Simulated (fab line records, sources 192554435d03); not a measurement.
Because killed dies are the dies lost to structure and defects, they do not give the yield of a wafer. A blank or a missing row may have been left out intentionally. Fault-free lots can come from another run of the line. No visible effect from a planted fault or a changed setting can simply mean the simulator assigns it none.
Split-lot study ; flow n5-finfet ; 7 lots, 21 wafers read, on a route of 1938 steps

## THE SPLIT ITSELF
At N5_MOL_CONTACT_COAG_ALD_123 (deposits SiNx, target thk 5 nm, pulse time 1 s, purge time 2 s), the setting ald-cycles was moved away from the recipe's 100 on 8 of the 21 wafers read, by -12.0% to +16.0%. This setting was run at the recipe's value on the other wafers.

## FROM THE SPLIT TO THE READING: what the file shows between them, 10 steps
- N5_MOL_CONTACT_COAG_PECVD_31: deposits SiO2 from TEOS/O2, target thk 46 nm, time 8.9 s (also split here: temp-c)
- N5_MOL_CONTACT_COAG_COAT_75: time 60 s, resist thk 60 nm
- N5_MOL_CONTACT_COAG_COAT_76: time 60 s, resist thk 10 nm
- N5_MOL_CONTACT_COAG_ETCHBACK_135: etches SiO2 in CHF3, target depth 25 nm, time 16.7 s
- N5_MOL_CONTACT_COAG_STRIP_118: strips in CHF3
- N5_MOL_CONTACT_COAG_VIA_ETCH_46: etches SiO2 in C4F6/O2, target depth 46 nm, overetch 9.2 nm, time 40 s
- N5_MOL_CONTACT_COAG_STRIP_96: strips in N2/H2
- N5_MOL_CONTACT_COAG_ETCH_47: etches SiNx in CH3F/O2, stops on W, target depth 27 nm
- N5_MOL_CONTACT_COAG_STRIP_120: strips in CHF3
- N5_MOL_CONTACT_COAG_VIA_ETCH_117: etches SiO2 in C4F6/O2, target depth 40 nm, overetch 8 nm, time 26 s

## THE READING
etch.depth-nm (the simulator's own value, which no gauge read), in nm, at N5_MOL_CONTACT_COAG_ETCH_124 (etches SiNx in CH3F/O2, stops on SiOC, target depth 6.5 nm). The file gives no usual value for it. Across the 13 wafers here that went through the recipe, the average is 5.000 nm and the standard deviation 0.016 nm.

wafer;tool, chamber at the split;ald-cycles as run;against the recipe;etch.depth-nm, nm;against lot-mates on the recipe
L074.1;ald-sin-01, 1,0,3;100;recipe;4.983;-
L074.2;ald-sin-01, 1,0,3;100;recipe;4.985;-
L074.6;ald-sin-01, 1,0,3;100;recipe;4.998;-
L075.1;ald-sin-03, 1,3;100;recipe;5.025;-
L075.4;ald-sin-03, 2;95;-5.0%;4.78;-0.240
L075.5;ald-sin-03, 1,3;100;recipe;5.015;-
L076.2;ald-sin-03, 1;110;+10.0%;5.518;+0.517
L076.3;ald-sin-03, 3;110;+10.0%;5.483;+0.482
L076.6;ald-sin-03, 1;100;recipe;5.001;-
L079.2;ald-sin-01, 1;88;-12.0%;4.387;-0.595
L079.3;ald-sin-01, 3,0;100;recipe;4.993;-
L079.4;ald-sin-01, 3,0;100;recipe;4.971;-
L080.3;ald-sin-03, 3,1,0;100;recipe;5.002;-
L080.5;ald-sin-03, 3,1,0;100;recipe;5.014;-
L080.6;ald-sin-03, 3,1,0;100;recipe;4.99;-
L092.1;ald-sin-01, 2,0;116;+16.0%;5.799;+0.798
L092.4;ald-sin-01, 0;100;recipe;5.001;-
L092.5;ald-sin-01, 2,0;116;+16.0%;5.776;+0.775
L096.2;ald-sin-03, 2,3;109;+9.0%;5.478;+0.452
L096.4;ald-sin-03, 3;100;recipe;5.026;-
L096.6;ald-sin-03, 2,3;109;+9.0%;5.447;+0.421
The file does not say which wafer passed through which chamber wherever a row lists several chambers: such a row stands for several wafers.

THE FIT
A straight line over all 21 wafers: etch.depth-nm changes by +0.0498 nm for each +1% of ald-cycles; r = +1.00; the points scatter about the line by 0.018 nm.
The same after taking each lot's own level away (the mean of its wafers on the recipe; 21 wafers): +0.0492 nm for each +1%; r = +1.00; scatter 0.011 nm.
That fit puts the effect of the largest move of ald-cycles on the reading at 0.79 nm.
The span of the lots' own levels, 4.9820 to 5.0260 nm, comes to 2.8 times the standard deviation stated above.
The two slopes are in agreement: the lot-to-lot level therefore moves the slope only a little.
Check: for one of the wafers moved furthest among these (+16.0%), held out of the fit, the line's prediction against its lot-mates is +0.784 nm. It came out at +0.798 nm against them.

## FURTHER SPLITS ON THESE WAFERS
Note: prior to the reading, these wafers also went through further splits. Each is held against what the fit with the lots' levels taken away leaves over:
other split on the same wafers;wafers away from the commonest value;r with etch.depth-nm (lot level and that fit taken away)
N5_SD_EPI_N_PEB_07 peb-temp-c;8;+0.06
N5_SDB_ALD_29 ald-cycles;5;-0.04
N5_HKMG_FIN_PEB_10 peb-time-s;6;+0.11
N5_GATE_CUT_COAT_07 spin-rpm;9;+0.09
N5_GATE_CUT_ETCH_36 cf4-flow-sccm;5;-0.29
N5_GATE_CUT_CUT_ETCH_53 icp-w;6;+0.06
N5_MOL_CONTACT_COAG_PECVD_31 temp-c;7;-0.06

## THE WHOLE CHAIN: every reading that the file lists as answering this split, in the file's order
step;what it does;reading;change (the file's fit);r (the file's)
N5_MOL_CONTACT_COAG_ALD_123;deposits SiNx, target thk 5 nm, pulse time 1 s, purge time 2 s;SiNx_of_MOL_CONTACT_COAG_ALD_123.thk-nm (the simulator's own value, which no gauge read);+0.0488 nm for each +1% of the setting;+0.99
N5_MOL_CONTACT_COAG_ETCH_124;etches SiNx in CH3F/O2, stops on SiOC, target depth 6.5 nm;etch.depth-nm (the simulator's own value, which no gauge read);+0.0492 nm for each +1% of the setting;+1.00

## THE FILE'S OWN FIT
etch.depth-nm changes by +0.0492 nm for each +1% of ald-cycles, r = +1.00.
